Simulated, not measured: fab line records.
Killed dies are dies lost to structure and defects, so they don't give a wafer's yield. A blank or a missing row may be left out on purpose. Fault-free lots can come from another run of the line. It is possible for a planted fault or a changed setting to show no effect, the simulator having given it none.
A lot that was struck, set against a sound lot | flow n5_finfet | 36 out of 1938 route steps
Sound: these wafers, L311.2, L311.4, L311.5. Struck: wafers L318.3, L318.6. (L318.5 of the same lot was not struck and is left out.) The cause comes at the end.
Order at every step that has rows: each side's tool, ch and its chambers, its first start. Under that, the readings that differ: sound wafers | struck wafers | difference of the means | sigmas: that difference in standard deviations of wafers without a fault.
alike: readings whose means differ by less than 2 such deviations, and words and numbers that are the same on both sides. not compared: withheld readings, readings that some wafer has no value for, bounds like >300 that may hide the same value, and numbers for which the record gives no deviation and whose values overlap.
A row with sigmas, a row that says differs or no value, or rows on one side alone: a step with any of these is where the two part. Numbers that have no deviation but don't overlap get no sigmas and don't part them. A reading that every wafer of one side lacks parts them only if that side has two wafers or more.

first, 8 steps without rows for these wafers: N5_BEOL_M0_ECD_118 (material Cu, target thk 300 nm); N5_BEOL_M0_ANNEAL_119 (time 90 s); N5_BEOL_M0_CMP_120 (polishes, stops on SiOC, t overpolish 6.9 s); N5_BEOL_M0_PRE_CLEAN_131 (time 15 s); N5_BEOL_M0_CO_CAP_123 (material Co, precursor CCTBA/H2, target thk 2 nm, time 102.1 s); N5_BEOL_M0_PRE_CLEAN_124 (time 15 s); N5_BEOL_M0_DEP_125 (deposits SiCN from 3MS/NH3, target thk 8 nm, time 14 s); N5_BEOL_M1_ILD_DEP_00 (deposits SiOC from DEMS/O2, target thk 79 nm, time 15.3 s).
N5_BEOL_M1_PECVD_72: deposits SiO2 from TEOS/O2, target thk 16 nm, time 18 s.
  sound on pecvd-03 ch 1,2, day 6 21:55; struck on pecvd-03 ch 2, day 8 18:02
  reading                                    | sound                | struck        | difference | sigmas
  susceptor_temp_C (C)                       | 400.18 399.85 400.23 | 392.26 392.60 | -7.66      | -35
  model.SiO2_of_BEOL_M1_PECVD_72.thk_nm (nm) | 15.6 15.8 16         | 16.4 17       | +0.9       |
  alike: heater_power_w, showerhead_plenum_p_Torr, showerhead_vpp_V, throttle_valve_pct
then, 25 steps without rows for these wafers: N5_BEOL_M1_HM_DEP_02 (deposits TiN, target thk 20 nm); N5_BEOL_M1_COAT_61 (time 60 s, resist thk 60 nm); N5_BEOL_M1_COAT_62 (time 60 s, resist thk 12 nm); N5_BEOL_M1_COAT_73 (time 60 s, resist thk 5 nm); N5_BEOL_M1_COAT_05 (resist thk 30 nm); N5_BEOL_M1_EBR_07; N5_BEOL_M1_SOFTBAKE_06 (time 60 s); N5_BEOL_M1_EXPOSE_08 (exposes mask M1); N5_BEOL_M1_PEB_09 (peb time 60 s); N5_BEOL_M1_DEVELOP_10 (develop time 30 s); N5_BEOL_M1_DESCUM_16 (chemistry O2, time 7 s); N5_BEOL_M1_ETCH_74 (etches underlayer in N2/H2, target depth 6.5 nm, time 5.2 s); N5_BEOL_M1_ETCH_63 (etches SiARC in CF4, target depth 15.6 nm, time 26 s); N5_BEOL_M1_ETCH_64 (etches SOC in N2/H2, target depth 75 nm, overetch 15 nm, time 112.5 s); N5_BEOL_M1_STRIP_65 (strips in N2/H2); N5_BEOL_M1_STRIP_75 (strips in N2/H2); N5_BEOL_M1_STRIP_66 (strips in CF4); N5_BEOL_M1_HM_OPEN_17 (chemistry Cl2/BCl3, target TiN, target depth 20 nm, overetch 6 nm); N5_BEOL_M1_STRIP_19 (strips in O2); N5_BEOL_M1_COAT_67 (time 60 s, resist thk 60 nm); N5_BEOL_M1_COAT_68 (time 60 s, resist thk 12 nm); N5_BEOL_M1_COAT_76 (time 60 s, resist thk 5 nm); N5_BEOL_M1_COAT_22 (resist thk 30 nm); N5_BEOL_M1_EBR_24; N5_BEOL_M1_SOFTBAKE_23 (time 60 s).
N5_BEOL_M1_HM_STRIP_39: strips TiN in peroxide tin strip, target depth 25 nm, time 158 s.
  sound on wet_bench-06 ch 1,2,3, day 7 03:36; struck on wet_bench-03 ch 3,6, day 9 02:14
  reading                                    | sound        | struck    | difference | sigmas
  model.SiO2_of_BEOL_M1_PECVD_72.thk_nm (nm) | 15.4 15.6 16 | 16.2 16.8 | +0.8       |
-- record jumps: 3 days separate the struck wafers' starts on either side; left off in module BEOL_M1, taken up again in module BEOL_M4, whose first shown step is the route's number 1111 --
N5_BEOL_M4_RC_MEAS_101:
  sound on prober-01 ch 0, day 10 06:14; struck on prober-01 ch 0, day 12 12:02
  alike: DIBL_N, DIBL_P, IOFF_N, IOFF_P, ION_N, ION_P, SS_N, SS_P, VT_N, VT_P

## WHERE THEY PART
N5_BEOL_M1_PECVD_72 only, going by this record. Later steps at which nothing parts them and some readings are alike: N5_BEOL_M4_RC_MEAS_101.

WHY: what had been put in by the simulator
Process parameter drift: pecvd-03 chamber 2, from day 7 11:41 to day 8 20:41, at N5_BEOL_M1_PECVD_72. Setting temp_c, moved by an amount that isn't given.
